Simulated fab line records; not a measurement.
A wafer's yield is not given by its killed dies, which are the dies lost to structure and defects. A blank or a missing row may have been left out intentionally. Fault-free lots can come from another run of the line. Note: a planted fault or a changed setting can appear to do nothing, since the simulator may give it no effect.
Chamber matching ; flow n5_finfet ; ald_metal-01 running N5_BEOL_M2_ALD_84: 4 sister chambers
The step deposits TaN, pulse time 2 s, purge time 3 s, co reactant purge time 2 s. 4 wafers are shown with their chamber, then 8 later ones without.

== WAFERS WITH THEIR CHAMBER ==
wafer;chamber;heater_power_w (W)
L086.4;3;397
L089.5;2;450
L092.4;1;448
L093.1;0;431

== WAFERS WITH NO CHAMBER GIVEN ==
wafer;heater_power_w (W)
L093.3;437
L093.5;448
L094.1;423
L094.2;461
L094.5;434
L096.3;435
L096.5;459
L096.6;428

== WHICH CHAMBER EACH ONE RAN IN ==
wafer;from the rows above;in truth
L093.3;can't be placed: 0 or 1 or 2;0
L093.5;can't be placed: 1 or 2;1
L094.1;0;0
L094.2;can't be placed: 2 or 1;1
L094.5;can't be placed: 0 or 1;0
L096.3;can't be placed: 0 or 1 or 2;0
L096.5;can't be placed: 2 or 1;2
L096.6;0;0
Correctly placed: 2 of 8. Cannot be placed on the basis of these rows: 6; the candidates contain the true chamber in 6. Placed wrongly: 0.
How it was worked out, from the rows above alone: a wafer's distance from a chamber is the root of the sum, over the readings, of the square of ((its reading less the chamber's mean) divided by the reading's scatter). If the next closest chamber is less than 2 further off than the closest, the wafer can't be placed; otherwise it belongs to the closest. For every chamber, the mean is computed from those of its wafers that are shown. The scatter: with one shown wafer a chamber, the root of the mean of the squares of how far each hidden wafer lies from its nearest shown one.
